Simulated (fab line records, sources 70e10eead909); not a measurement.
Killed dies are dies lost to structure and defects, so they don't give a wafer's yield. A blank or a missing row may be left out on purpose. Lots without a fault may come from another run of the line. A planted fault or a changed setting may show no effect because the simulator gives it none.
Which tool did it? | flow nand_harc | 6 lots, 18 wafers sampled, at 3 steps of a route of 1302

WHAT THE GAUGES READ, wafer by wafer
NHARC_P_GATE_CD_MEAS_11: target cd 1640 nm.
lot  | measured     | on        | cd_nm (nm)
L135 | day 4 22:44  | cd_sem-02 | 1640.1 1639.7 1639.7
L146 | day 9 07:43  | cd_sem-02 | 1639.3 1639.3 1638.2
L148 | day 10 11:25 | cd_sem-02 | 1638.8 1637.0 1637.8
L151 | day 11 12:21 | cd_sem-03 | 1639.4 1640.3 1639.4
L153 | day 12 04:37 | cd_sem-01 | 1640.6 1639.9 1639.4
L156 | day 13 16:10 | cd_sem-03 | 1638.4 1639.2 1640.7

WHICH TOOL RAN EACH LOT (tool, then ch and the chambers of the sampled wafers, then the start)
lot  | NHARC_P_ZERO_WELL_DESCUM_54       | NHARC_P_GATE_EXPOSE_08
L135 | rie_diel-03 ch 0,1,3, day 2 12:01 | krf_scanner-03 ch 0, day 4 22:34
L146 | rie_diel-05 ch 0,3, day 7 01:56   | krf_scanner-03 ch 0, day 9 07:33
L148 | rie_diel-03 ch 0,1,3, day 7 21:56 | krf_scanner-04 ch 0, day 10 11:16
L151 | rie_diel-05 ch 2,3, day 9 03:50   | krf_scanner-04 ch 0, day 11 12:12
L153 | rie_diel-06 ch 0,2, day 9 23:56   | krf_scanner-01 ch 0, day 12 04:28
L156 | rie_diel-05 ch 0,1, day 11 06:06  | krf_scanner-03 ch 0, day 13 16:00
- NHARC_P_ZERO_WELL_DESCUM_54: chemistry O2, time 3 s.
- NHARC_P_GATE_EXPOSE_08: exposes mask P HV.

THE ANSWER, worked out from the rows above alone
Rule: what is usual is taken from the lots themselves. Put in order of their means at a reading, lots are off if they are a third of the lots or fewer, leave a main group of 4 or more, and stand apart from it by a gap of 3 or more times the standard deviation of the main group's means; of several such gaps the widest counts. A main group whose means are all the same, to the digits that the tables above print for the reading, isn't used. A lot without any number at a reading at which 4 lots or more have one is off too. The other lots that the step has rows for count as sound.
No lot is off at any reading shown: from this, nothing can be told.

WHAT THE SIMULATOR HAD PUT IN
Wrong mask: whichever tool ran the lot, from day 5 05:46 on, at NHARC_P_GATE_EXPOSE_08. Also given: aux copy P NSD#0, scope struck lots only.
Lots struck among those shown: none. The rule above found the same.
